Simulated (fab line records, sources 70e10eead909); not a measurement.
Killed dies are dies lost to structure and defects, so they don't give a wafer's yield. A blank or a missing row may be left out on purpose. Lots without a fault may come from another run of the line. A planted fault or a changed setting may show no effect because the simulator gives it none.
Chamber matching | flow nand_harc | NHARC_THIN_TSV_ETCHBACK_48 on rie_diel-08: 4 sister chambers
The step etches the open film in C4F8/Ar, target depth 1028.5 nm, time 405.17 s. 14 wafers are shown with their chamber, then 7 later ones without.

WAFERS WITH THEIR CHAMBER
wafer  | chamber | rf_vpp_V (V) | oes_product_au (a.u.)
L317.4 | 0       | 545          | 1.02
L317.5 | 0       | 545          | 1.03
L317.6 | 3       | 543          | 1.00
L319.1 | 2       | 551          | 0.96
L319.3 | 1       | 544          | 0.97
L319.5 | 1       | 544          | 0.98
L320.1 | 3       | 544          | 0.93
L320.3 | 2       | 552          | 0.90
L320.5 | 2       | 552          | 0.90
L321.4 | 1       | 545          | 0.93
L321.5 | 0       | 546          | 0.94
L321.6 | 1       | 545          | 0.93
L324.2 | 3       | 545          | 0.94
L324.3 | 0       | 546          | 0.94

SIGNATURES (means of the wafers above)
reading        | chamber 0 | chamber 1 | chamber 2 | chamber 3 | scatter within a chamber
rf_vpp_V       | 545.50    | 544.50    | 551.67    | 544.00    | 0.683
oes_product_au | 0.9825    | 0.9525    | 0.9200    | 0.9567    | 0.0382
Rule: a wafer's distance from a chamber is the root of the sum, over the readings, of the square of ((its reading less the chamber's mean) divided by the reading's scatter). The wafer belongs to the nearest chamber; if the next one is less than 2 further off, it can't be placed. The scatter: the root of (the sum of the squares of (reading less its chamber's mean) over the shown wafers, divided by (wafers less chambers)).

WAFERS WITHOUT THEIR CHAMBER
wafer  | rf_vpp_V (V) | oes_product_au (a.u.)
L324.6 | 552          | 0.93
L328.1 | 544          | 0.92
L328.5 | 553          | 0.91
L328.6 | 544          | 0.91
L337.2 | 542          | 0.92
L337.3 | 552          | 0.93
L337.5 | 544          | 0.91

WHICH CHAMBER EACH WENT THROUGH
wafer  | from the rows above          | in truth
L324.6 | 2                            | 2
L328.1 | can't be placed: 3 or 1 or 0 | 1
L328.5 | 2                            | 2
L328.6 | can't be placed: 3 or 1 or 0 | 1
L337.2 | can't be placed: 3 or 1      | 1
L337.3 | 2                            | 2
L337.5 | can't be placed: 3 or 1 or 0 | 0
Placed correctly: 3 of 7. Can't be placed from these rows: 4 (the true chamber is among the candidates in 4). Placed wrongly: 0.
